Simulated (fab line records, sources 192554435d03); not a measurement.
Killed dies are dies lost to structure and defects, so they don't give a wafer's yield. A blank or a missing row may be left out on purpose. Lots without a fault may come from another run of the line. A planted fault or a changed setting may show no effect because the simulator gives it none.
fab line records | flow n5_finfet
record lots=5 wafers=15 last_day=21
route steps=1938 shown BEOL_M6@1251 BEOL_M7@1263 PASSIVATION@1936
lots that met no fault: from a run of the same line without faults
start_h: hours from the record's first day to the start of the lot's first wafer shown | wait_h: hours since the lot's step before | " the same as in the row above | L1.1+2: a row that stands for several wafers | - no value, or no start given | * or withheld: withheld | < > ~ a bound
route shown NAME@n: a module of which the file shows steps, and the number in the route of the first | usual: mean/standard deviation of fault-free wafers | same: alike in all rows | chamber/n: place in a boat | sites: the reading at each site | _std_site: their standard deviation | _edge_site: outer sites' mean less inner sites' | radius_mm: how far each site lies from the wafer's centre | mask NAME#n: copy n | behind: the tool/chamber that last shaped the wafer | hold: why the lot was held/for how many hours/how that ended | device: the transistor (n, p or np) that didn't switch | end of line: the same wafers' tests at the end of the route | a step without rows: its recipe alone | killed: dies lost to structure and defects at the first sort, not the wafer's yield | map: a wafer's dies, x killed, . not, _ none there
set.NAME: the setting as run; set.NAME@STEP: as run at that earlier step | model.NAME: the simulator's own value behind a step, which no gauge read
lots at some steps of the route; a table a step, a row a wafer
services: from which hour (start_h, from the record's first day; less than 0 if before it) a tool's chamber was out of use, for how many hours, and why
## steps
# step N5_BEOL_M6_ALD_77
# recipe material=TaN target_thk_a=20 temp_c=275 ald_precursor_family=PDMAT ald_co_reactant=NH3 pressure_torr=3 carrier_flow_sccm=1500 pulse_time_s=2 purge_time_s=3 co_reactant_purge_time_s=2 co_reactant_pulse_time_s=3 ald_cycles=40 precursor_vessel_temp_c=75 precursor_vessel_pressure_torr=26.25 precursor_vessel_carrier_sccm=1000
# usual heater_power_w=412/47
# same pulse_time_s=2
# columns lot.wafer tool chamber start_h wait_h heater_power_w
L245.1 ald_metal-01 3 289.90 0.1 422
L245.3 " 1 " " 455
L245.5 " 1 " " 453
L250.1 ald_metal-04 3 329.02 0.0 370
L250.2 " 0 " " 417
L250.4 " 2 " " 419
L252.1 ald_metal-01 3 334.30 0.0 432
L252.4 " 0 " " 369
L252.5 " 0 " " 384
L264.3 ald_metal-01 0 406.80 0.1 388
L264.4 " 3 " " 380
L264.5 " 2 " " 385
L266.1 ald_metal-01 0 418.60 0.0 394
L266.2 " 1 " " 427
L266.3 " 3 " " 392
# step N5_BEOL_M6_SURFACE_TREAT_79
# recipe gas=Ar time_s=* ion_energy_ev=* ion_current_ma_cm2=0.5 pressure_mtorr=* ar_flow_sccm=30
# usual throttle_valve_pct=*
# columns lot.wafer tool chamber start_h wait_h throttle_valve_pct
L245.1 pvd_sputter-02 - 290.24 0.2 *
L245.3 " - " " *
L245.5 " - " " *
L250.1 pvd_sputter-01 - 329.41 0.3 *
L250.2 " - " " *
L250.4 " - " " *
L252.1 pvd_sputter-01 - 334.63 0.2 *
L252.4 " - " " *
L252.5 " - " " *
L264.3 pvd_sputter-01 - 407.21 0.3 *
L264.4 " - " " *
L264.5 " - " " *
L266.1 pvd_sputter-01 - 418.89 0.2 *
L266.2 " - " " *
L266.3 " - " " *
# step N5_BEOL_M6_CVD_78
# recipe material=Co target_thk_a=20 temp_c=withheld precursor=CCTBA/H2 pressure_torr=30 time_s=142.3
# step N5_BEOL_M6_SPUTTER_48
# recipe material=Cu target_thk_a=100 temp_c=-20 bias_v=60 power_w=26000 chamber_pressure_pa=0.13 time_s=1.667
# usual chuck_gas_flow_sccm=1.25/0.06 chuck_sensor_temp_C=-16.2/0.49 throttle_valve_pct=29.9/0.76
# columns lot.wafer tool chamber start_h wait_h chuck_gas_flow_sccm chuck_sensor_temp_C throttle_valve_pct
L245.1 pvd_sputter-02 - 290.48 0.1 1.24 -16.4 29.8
L245.3 " - " " 1.27 -15.6 29.9
L245.5 " - " " 1.29 -16.0 29.2
L250.1 pvd_sputter-03 - 329.72 0.2 1.27 -16.9 31.2
L250.2 " - " " 1.19 -16.5 29.6
L250.4 " - " " 1.25 -16.5 28.9
L252.1 pvd_sputter-03 - 334.88 0.1 1.36 -17.0 31.4
L252.4 " - " " 1.23 -16.2 29.4
L252.5 " - " " 1.23 -16.9 31.1
L264.3 pvd_sputter-03 - 409.20 1.7 1.20 -16.3 29.4
L264.4 " - " " 1.28 -17.0 31.4
L264.5 " - " " 1.29 -16.3 29.5
L266.1 pvd_sputter-02 - 419.26 0.2 1.39 -15.7 29.8
L266.2 " - " " 1.21 -16.1 29.4
L266.3 " - " " 1.12 -16.2 29.7
# step N5_BEOL_M6_ECD_50
# recipe material=Cu target_thk_a=3000
# step N5_BEOL_M6_ANNEAL_51
# recipe temp_c=225 time_s=90 ambient=N2
# step N5_BEOL_M6_CMP_52
# recipe stop_on=SiCOH_lowk t_overpolish_s=6.9 down_force_psi=1 platen_rpm=50 clearing_platen_down_force_psi=1.5 clearing_platen_rpm=50 post_cmp_clean=cu_alkaline target_thk_nm=80 clearing_platen_pad_velocity_m_s=0.99484 pad_velocity_m_s=0.99484
# step N5_BEOL_M6_THK_MEAS_53
# recipe thk_meas_gauge=xrf reads=Cu_of_BEOL_M6_ECD_50
# usual M6_THK=80.1/2.6
# columns lot.wafer tool chamber start_h wait_h M6_THK[nm]
L245.1 film_metro-02 - 292.18 - 78.6
L245.3 " - " " 85.3
L245.5 " - " " 78.7
L250.1 film_metro-02 - 330.52 - 79.2
L250.2 " - " " 81.7
L250.4 " - " " 80.4
L252.1 film_metro-01 - 335.88 - 82.3
L252.4 " - " " 81.5
L252.5 " - " " 80.8
L264.3 film_metro-01 - 410.18 - 81.6
L264.4 " - " " 81.5
L264.5 " - " " 83.7
L266.1 film_metro-02 - 420.25 - 80.3
L266.2 " - " " 76.7
L266.3 " - " " 84.0
# step N5_BEOL_M6_PRE_CLEAN_55
# recipe gas=NH3 time_s=15 temp_c=withheld rf_power_w=300
# step N5_BEOL_M6_DEP_56
# recipe material=SiCN target_thk_a=100 temp_c=withheld precursor=3MS/NH3 pressure_torr=3 rf_w=202 time_s=17.5
# step N5_BEOL_M6_RS_MEAS_57
# recipe thk_meas_gauge=four-point-probe reads=Cu_of_BEOL_M6_ECD_50+Co_of_BEOL_M6_CVD_78+TaN_of_BEOL_M6_ALD_77
# usual M6_RS=0.288/0.01
# columns lot.wafer tool chamber start_h wait_h M6_RS[ohm/sq]
L245.1 film_metro-01 - 292.31 0.1 0.294
L245.3 " - " " 0.268
L245.5 " - " " 0.295
L250.1 film_metro-02 - 330.65 0.1 0.290
L250.2 " - " " 0.281
L250.4 " - " " 0.286
L252.1 film_metro-01 - 336.01 0.1 0.276
L252.4 " - " " 0.281
L252.5 " - " " 0.282
L264.3 film_metro-02 - 410.34 0.1 0.283
L264.4 " - " " 0.283
L264.5 " - " " 0.274
L266.1 film_metro-02 - 420.38 0.1 0.285
L266.2 " - " " 0.301
L266.3 " - " " 0.270
# step N5_BEOL_M6_INSPECT_58
# recipe inspect_instrument=darkfield mode=post_dep
# usual raw_defect_count=70/18
# columns lot.wafer tool chamber start_h wait_h raw_defect_count
L245.1 defect_inspect-01 - 292.34 0.0 72
L245.3 " - " " 84
L245.5 " - " " 49
L250.1 defect_inspect-02 - 330.68 0.0 76
L250.2 " - " " 65
L250.4 " - " " 81
L252.1 defect_inspect-02 - 336.03 0.0 80
L252.4 " - " " 54
L252.5 " - " " 94
L264.3 defect_inspect-01 - 410.37 0.0 81
L264.4 " - " " 94
L264.5 " - " " 77
L266.1 defect_inspect-02 - 420.41 0.0 76
L266.2 " - " " 104
L266.3 " - " " 104
# step N5_BEOL_M7_ILD_DEP_00
# recipe material=SiCOH_lowk target_thk_a=1797.5 temp_c=300 precursor=DEMS/porogen pressure_torr=5 rf_w=500 time_s=33.4
# usual heater_power_w=313/42 showerhead_plenum_p_Torr=5.736/0.014 throttle_valve_pct=13.7/0.72
# columns lot.wafer tool chamber start_h wait_h heater_power_w showerhead_plenum_p_Torr throttle_valve_pct model.SiCOH_lowk_of_BEOL_M7_ILD_DEP_00.thk_nm
L245.1 pecvd-03 2 292.38 0.0 364 5.729 13.2 179
L245.3 " 0 " " 305 5.762 15.0 178.6
L245.5 " 2 " " 362 5.729 13.1 180.2
L250.1 pecvd-01 1 330.72 0.0 310 5.758 13.0 175.2
L250.2 " 2 " " 283 5.735 13.3 175
L250.4 " 2 " " 295 5.730 13.4 179
L252.1 pecvd-01 2 336.07 0.0 281 5.732 13.4 188.4
L252.4 " 0 " " 297 5.723 14.6 182
L252.5 " 1 " " 328 5.745 13.1 193.2
L264.3 pecvd-02 2 410.43 0.1 345 5.718 13.1 182.8
L264.4 " 0 " " 277 5.737 13.3 183.2
L264.5 " 2 " " 340 5.720 13.2 181
L266.1 pecvd-03 0 420.44 0.0 292 5.746 14.9 181.4
L266.2 " 1 " " 286 5.717 14.1 179.2
L266.3 " 2 " " 324 5.711 13.5 179.8
# step N5_BEOL_M7_CURE_74
# recipe temp_c=385 time_s=240 ambient=He/Ar material=SiCOH_lowk
# step N5_BEOL_M7_THK_MEAS_01
# recipe reads=SiCOH_lowk_of_BEOL_M7_ILD_DEP_00
# usual M7_ILD_THK=155.2/2.2
# columns lot.wafer tool chamber start_h wait_h M7_ILD_THK[nm]
L245.1 film_metro-01 - 293.68 0.4 154.3
L245.3 " - " " 154.0
L245.5 " - " " 155.5
L250.1 film_metro-02 - 331.29 0.4 150.9
L250.2 " - " " 150.8
L250.4 " - " " 154.5
L252.1 film_metro-02 - 336.65 0.4 162.7
L252.4 " - " " 157.1
L252.5 " - " " 166.7
L264.3 film_metro-01 - 411.01 0.3 157.7
L264.4 " - " " 158.1
L264.5 " - " " 156.1
L266.1 film_metro-02 - 421.02 0.4 156.4
L266.2 " - " " 154.5
L266.3 " - " " 155.0
# step N5_BEOL_M7_PECVD_70
# recipe material=SiO2 target_thk_a=200 temp_c=400 precursor=TEOS/O2 pressure_torr=5.5 rf_w=450 teos_flow_sccm=53.8 gas=O2 flow_sccm=3000 time_s=22.7
# step N5_BEOL_M7_HM_DEP_02
# recipe material=TiN target_thk_a=200 temp_c=25 chamber_pressure_pa=0.49996
# usual throttle_valve_pct=29.9/0.71
# columns lot.wafer tool chamber start_h wait_h throttle_valve_pct
L245.1 pvd_sputter-03 - 294.47 0.7 29.4
L245.3 " - " " 31.2
L245.5 " - " " 28.7
L250.1 pvd_sputter-01 - 333.59 2.2 29.6
L250.2 " - " " 31.3
L250.4 " - " " 29.3
L252.1 pvd_sputter-02 - 337.52 0.8 29.4
L252.4 " - " " 30.0
L252.5 " - " " 30.2
L264.3 pvd_sputter-02 - 411.38 0.3 29.7
L264.4 " - " " 30.8
L264.5 " - " " 29.8
L266.1 pvd_sputter-01 - 423.77 2.7 29.8
L266.2 " - " " 29.4
L266.3 " - " " 31.2
# step N5_BEOL_M7_COAT_59
# recipe resist=SOC temp_c=250 time_s=60 spin_rpm=1500 resist_thk_nm=100
# step N5_BEOL_M7_COAT_60
# recipe resist=SiARC temp_c=220 time_s=60 spin_rpm=1500 resist_thk_nm=35
# step N5_BEOL_M7_COAT_05
# recipe resist=CAR-ArF spin_rpm=1500 resist_thk_nm=90
# step N5_BEOL_M7_EBR_07
# recipe solvent=PGMEA ebr_width_mm=1.5
# step N5_BEOL_M7_SOFTBAKE_06
# recipe temp_c=110 time_s=60 resist=CAR-ArF
# step N5_BEOL_M7_EXPOSE_08
# recipe mask_id=M7 na=1.35 source_shape=dipole sigma_inner=0.817 sigma_outer=0.97 polarization=te dose_mj=68.25
# step N5_BEOL_M7_PEB_09
# recipe peb_temp_c=withheld peb_time_s=60 resist=CAR-ArF
# step N5_BEOL_M7_DEVELOP_10
# recipe develop_time_s=30 developer=TMAH resist=CAR-ArF rinse_liquid=diw dry=air_spin dev_temp_c=23
# step N5_BEOL_M7_CD_MEAS_11
# recipe target_cd_nm=38.5 landing_energy_ev=500 detector=se_inlens polarity=opening
# usual cd_nm=38.6/0.6
# same landing_energy_ev=500
# columns lot.wafer tool chamber start_h wait_h cd_nm
L245.1 cd_sem-01 0 294.84 - 39.7
L245.3 " 0 " " 38.8
L245.5 " 0 " " 39.1
L250.1 cd_sem-02 0 334.09 - 38.4
L250.2 " 0 " " 37.6
L250.4 " 0 " " 38.4
L252.1 cd_sem-01 0 338.09 - 38.9
L252.4 " 0 " " 37.8
L252.5 " 0 " " 38.8
L264.3 cd_sem-01 0 411.88 - 37.8
L264.4 " 0 " " 38.4
L264.5 " 0 " " 37.2
L266.1 cd_sem-02 0 424.27 - 39.0
L266.2 " 0 " " 38.3
L266.3 " 0 " " 38.7
# step N5_BEOL_M7_OVL_MEAS_12
# recipe points_per_wafer=44
# usual M7_OVL=0.2/0.59
# columns lot.wafer tool chamber start_h wait_h M7_OVL[nm]
L245.1 overlay-01 0 294.87 0.0 0.0
L245.3 " 0 " " 0.6
L245.5 " 0 " " 0.0
L250.1 overlay-01 0 334.12 0.0 0.8
L250.2 " 0 " " 0.9
L250.4 " 0 " " 0.7
L252.1 overlay-01 0 338.12 0.0 0.3
L252.4 " 0 " " 0.5
L252.5 " 0 " " 0.7
L264.3 overlay-01 0 411.91 0.0 -0.3
L264.4 " 0 " " 0.6
L264.5 " 0 " " 0.1
L266.1 overlay-02 0 424.30 0.0 0.2
L266.2 " 0 " " 0.5
L266.3 " 0 " " -0.3
# step N5_BEOL_M7_INSPECT_13
# recipe mode=adi inspect_instrument=brightfield
# usual raw_defect_count=393/81
# columns lot.wafer tool chamber start_h wait_h raw_defect_count
L245.1 defect_inspect-02 - 294.90 0.0 412
L245.3 " - " " 518
L245.5 " - " " 346
L250.1 defect_inspect-02 - 334.14 0.0 458
L250.2 " - " " 478
L250.4 " - " " 307
L252.1 defect_inspect-02 - 338.14 0.0 525
L252.4 " - " " 551
L252.5 " - " " 567
L264.3 defect_inspect-01 - 411.93 0.0 476
L264.4 " - " " 520
L264.5 " - " " 422
L266.1 defect_inspect-01 - 424.32 0.0 326
L266.2 " - " " 476
L266.3 " - " " 391
# step N5_BEOL_M7_DESCUM_16
# recipe chemistry=O2 time_s=7.9 source_power_w=50 bias_power_w=20 pressure_mtorr=20 rf_frequency_hz=2.712e+07 temp_c=40 resist=CAR-ArF o2_flow_sccm=225
# usual drypump_motor_current_A=5.6/0.5 o2_flow_sccm=224.9/0.68 oes_product_au=0.79/0.093 rf_vpp_V=243.5/1.6 showerhead_plenum_p_Torr=2.12/0.091 throttle_valve_pct=20.43/0.23
# columns lot.wafer tool chamber start_h wait_h drypump_motor_current_A o2_flow_sccm oes_product_au rf_hours_counter_h rf_vpp_V showerhead_plenum_p_Torr throttle_valve_pct
L245.1 rie_diel-05 0 294.93 0.0 5.0 225.5 0.70 203 241.4 2.00 20.68
L245.3 " 2 " " 6.2 224.6 0.75 157 244.1 2.18 20.32
L245.5 " 1 " " 5.5 225.6 0.69 - 245.1 2.12 20.40
L250.1 rie_diel-05 2 334.35 0.2 6.1 225.2 0.73 170 244.2 2.17 20.37
L250.2 " 0 " " 5.0 225.8 0.69 215 240.4 1.99 20.71
L250.4 " 1 " " 5.6 225.6 0.68 247 244.4 2.11 20.43
L252.1 rie_diel-02 2 338.17 0.0 5.0 224.6 0.97 3 243.4 2.15 20.20
L252.4 " 1 " " 6.4 224.1 0.78 126 246.2 2.22 20.51
L252.5 " 0 " " 4.8 225.3 0.92 - 244.6 2.24 20.73
L264.3 rie_diel-05 2 411.97 0.0 6.1 225.2 0.72 197 244.9 2.16 20.38
L264.4 " 1 " " 5.6 225.1 0.92 9 244.6 2.11 20.07
L264.5 " 2 " " 6.1 224.3 0.72 - 243.1 2.16 20.39
L266.1 rie_diel-02 2 424.36 0.0 5.0 225.5 0.89 27 243.2 2.14 20.25
L266.2 " 1 " " 6.4 224.1 0.76 151 244.8 2.21 20.56
L266.3 " 3 " " 5.7 225.3 0.77 149 242.1 1.99 20.72
# step N5_BEOL_M7_ETCH_61
# recipe chemistry=CF4 target=SiARC target_depth_a=455 mask_material=CAR-ArF time_s=75.8 ion_energy_ev=80 pressure_mtorr=40 source_w=545 bias_w=36 Ar_flow_sccm=100 cf4_flow_sccm=100 ends=cleared
# step N5_BEOL_M7_ETCH_62
# recipe chemistry=N2/H2 target=SOC target_depth_a=1100 overetch_a=220 mask_material=SiARC temp_c=40 time_s=165 ion_energy_ev=200 pressure_mtorr=30 source_w=840 bias_w=150 n2_flow_sccm=200 h2_flow_sccm=200
# step N5_BEOL_M7_STRIP_68
# recipe chemistry=N2/H2 temp_c=40 n2_flow_sccm=200 h2_flow_sccm=200 rf_frequency_hz=6e+07
# step N5_BEOL_M7_STRIP_67
# recipe chemistry=CF4 resist=SiARC power_w=300 bias_power_w=75 pressure_mtorr=50 cf4_flow_sccm=150 rf_frequency_hz=6e+07
# step N5_BEOL_M7_HM_OPEN_17
# recipe chemistry=Cl2/BCl3 target_depth_a=200 overetch_a=60 target=TiN mask_material=SOC ion_energy_ev=150 pressure_mtorr=10 icp_w=1000 bias_w=126 Cl2_flow_sccm=53.25 bcl3_flow_sccm=21.75 Ar_flow_sccm=25
# step N5_BEOL_M7_STRIP_19
# recipe chemistry=O2 power_w=400 temp_c=40 pressure_mtorr=30 rf_frequency_hz=6e+07 bias_power_w=0 overash_fraction=0.2 o2_flow_sccm=225
# step N5_BEOL_M7_CD_MEAS_18
# recipe pitch_nm=80 target_cd_nm=40
# usual cd_nm=40.1/0.77
# columns lot.wafer tool chamber start_h wait_h cd_nm
L245.1 cd_sem-01 - 295.40 0.1 41.0
L245.3 " - " " 41.6
L245.5 " - " " 41.1
L250.1 cd_sem-02 - 334.88 0.0 40.8
L250.2 " - " " 39.6
L250.4 " - " " 39.4
L252.1 cd_sem-03 - 338.63 0.0 40.0
L252.4 " - " " 39.2
L252.5 " - " " 39.6
L264.3 cd_sem-01 - 412.43 0.1 40.2
L264.4 " - " " 39.3
L264.5 " - " " 39.7
L266.1 cd_sem-01 - 424.82 0.1 40.6
L266.2 " - " " 40.0
L266.3 " - " " 39.9
# step N5_BEOL_M7_COAT_63
# recipe resist=SOC temp_c=250 time_s=60 spin_rpm=1500 resist_thk_nm=60
# step N5_BEOL_M7_COAT_64
# recipe resist=SiARC temp_c=220 time_s=60 spin_rpm=1500 resist_thk_nm=12
# step N5_BEOL_M7_COAT_71
# recipe resist=underlayer temp_c=205 time_s=60 spin_rpm=1500 resist_thk_nm=5
# step N5_BEOL_M7_COAT_22
# recipe resist=CAR-EUV spin_rpm=1500 resist_thk_nm=30
# step N5_BEOL_M7_EBR_24
# recipe solvent=PGMEA ebr_width_mm=1.5
# step N5_BEOL_M7_SOFTBAKE_23
# recipe temp_c=110 time_s=60 resist=CAR-EUV
# step N5_BEOL_M7_CMP_52
# recipe stop_on=SiCOH_lowk t_overpolish_s=6.9 down_force_psi=1 platen_rpm=50 clearing_platen_down_force_psi=1.5 clearing_platen_rpm=50 post_cmp_clean=cu_alkaline target_thk_nm=80 clearing_platen_pad_velocity_m_s=0.99484 pad_velocity_m_s=0.99484
# usual motor_current_A=6.2/0.48
# columns lot.wafer tool chamber start_h wait_h motor_current_A model.SiCOH_lowk_of_BEOL_M7_ILD_DEP_00.thk_nm
L245.3 cmp-03 2 300.75 0.2 6.6 151
L245.1 " 3 " " 6.0 151.4
L245.5 " 2 " " 6.8 152.4
L250.2 cmp-01 3 339.62 0.3 5.6 147.8
L250.1 " 0 " " 6.9 148
L250.4 " 1 " " 4.9 151.4
L252.4 cmp-02 1 341.86 0.2 6.0 154
L252.1 " 3 " " 6.5 159.6
L252.5 " 0 " " 6.1 163.8
L264.4 cmp-03 1 418.79 0.2 6.9 155
L264.3 " 2 " " 6.9 154.6
L264.5 " 1 " " 6.7 153
L266.2 cmp-03 3 430.69 0.2 5.6 151.4
L266.1 " 0 " " 6.4 153.4
L266.3 " 2 " " 6.6 152
# step N5_PASSIVATION_PROBE_49
# usual defect_limited_yield=90.9/1.6 killed_at_M0_to_M3=37/11 killed_at_M4_up=15/5.6 killed_at_contacts=13/6.4 killed_at_front_end=39/11 killed_at_other=4/3.1 killed_dies=107/19 killed_open=71/14 killed_short=34/7.8 sort_bin_4_leakage=0.01/0.053 sort_bin_5_function=5.3/1 sort_bin_6_memory=3.4/0.72 sort_bin_8_speed=0.0/0.42 sort_n_pass=1072/20 sort_yield_pct=90.9/1.7
# same gross_dies=1180 killed_at_back_side=0
# columns lot.wafer tool chamber start_h wait_h defect_limited_yield[%] killed_at_M0_to_M3 killed_at_M4_up killed_at_contacts killed_at_front_end killed_at_other killed_dies killed_open killed_short sort_bin_4_leakage[%] sort_bin_5_function[%] sort_bin_6_memory[%] sort_bin_8_speed[%] sort_n_pass sort_yield_pct[%]
L252.4 prober-02 - 435.06 0.2 92.5 30 19 20 20 0 89 59 27 0 3.8 3.5 0 1091 92.5
L266.1 prober-02 - 506.77 0.5 91.4 41 4 10 45 2 102 65 36 0 4.7 3.6 0 1078 91.4
L266.2 prober-02 - 506.82 0.5 88.4 66 19 5 45 2 137 79 56 0 6.5 4.6 0 1043 88.4
L266.3 prober-02 - 506.87 0.6 89.7 57 10 9 44 2 122 80 37 0 5.3 4.4 0 1058 89.7
# killed by level:class
L252.4 BEOL_M4:geometric_particle:open=14 MOL_CONTACT_COAG:geometric_particle:open=10 MOL_CONTACT_COAG:geometric_particle:short=9 BEOL_M1:geometric_particle:open=6 BEOL_M2:geometric_particle:open=6 STI_FIN_REVEAL:geometric_particle:open=5 BEOL_M0_SAQP:geometric_particle:open=5 BEOL_M3:geometric_particle:open=4
L266.1 FIN_SAQP:geometric_particle:open=20 FIN_SAQP:geometric_particle:short=10 BEOL_M0_SAQP:geometric_particle:open=9 MOL_CONTACT_COAG:geometric_particle:open=8 BEOL_M0_SAQP:geometric_particle:short=7 BEOL_M2:geometric_particle:short=7 BEOL_M2:geometric_particle:open=6 BEOL_M1:geometric_particle:open=5
L266.2 BEOL_M0_SAQP:geometric_particle:short=24 FIN_SAQP:geometric_particle:open=18 BEOL_M0_SAQP:geometric_particle:open=15 FIN_SAQP:geometric_particle:short=13 BEOL_M1:geometric_particle:open=8 BEOL_M3:geometric_particle:open=8 BEOL_M4:geometric_particle:open=5 BEOL_M0:geometric_particle:open=5
L266.3 BEOL_M0_SAQP:geometric_particle:open=16 BEOL_M2:geometric_particle:open=14 BEOL_M0_SAQP:geometric_particle:short=12 FIN_SAQP:geometric_particle:open=10 STI_FIN_REVEAL:geometric_particle:open=9 FIN_SAQP:geometric_particle:short=8 MOL_CONTACT_COAG:geometric_particle:open=7 STARTING-WAFER:geometric_particle:short=7
## services
# columns tool chamber start_h hours kind
cmp-02 - 272.36 2.1 repair
pecvd-03 - 274.63 2.8 pm
ald_metal-04 2 275.09 28.5 repair
rie_diel-05 0 278.72 5.3 repair
pecvd-03 - 281.93 0.7 repair
cmp-01 - 286.46 1.1 repair
ald_metal-01 3 288.13 - calibration
ald_metal-04 - 301.79 2.8 pm
cmp-01 - 307.26 7.8 pm
ald_metal-01 - 328.96 1.2 repair
ald_metal-01 - 337.25 14.0 pm
ald_metal-01 0 337.25 14.0 vent_cycle
ald_metal-01 1 337.25 14.0 vent_cycle
rie_diel-05 0 344.40 2.8 repair
cmp-03 - 345.46 2.0 repair
cmp-03 - 351.98 2.6 repair
pecvd-03 1 352.44 2.7 repair
rie_diel-02 1 367.74 5.0 repair
ald_metal-04 - 381.72 4.3 pm
cmp-02 - 387.25 5.8 pm
ald_metal-04 3 388.97 17.6 repair
pecvd-02 2 391.50 18.6 repair
rie_diel-02 2 417.51 2.8 repair
cmp-02 - 418.69 0.5 repair
## key
first_sign step=N5_BEOL_M7_THK_MEAS_01 reading=M7_ILD_THK direction=up sigmas=4.2 usual=155.2 struck=164.7
effect none on later readings
model_effect step=N5_BEOL_M7_ILD_DEP_00 value=SiCOH_lowk_of_BEOL_M7_ILD_DEP_00.thk_nm without=179.7 struck=190.8
model_effect step=N5_BEOL_M7_CMP_52 value=SiCOH_lowk_of_BEOL_M7_ILD_DEP_00.thk_nm without=151.8 struck=161.7
met_at N5_BEOL_M7_ILD_DEP_00
struck_wafers L252.1,L252.5
onset_between 330.72 336.07
fault kind=process_parameter_drift tool=pecvd-01 chamber=- onset_h=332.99 steps=N5_BEOL_M7_ILD_DEP_00 channel=time_s offset=* shape=step end_h=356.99 scope=struck_wafers_only acts_in=* stated=*
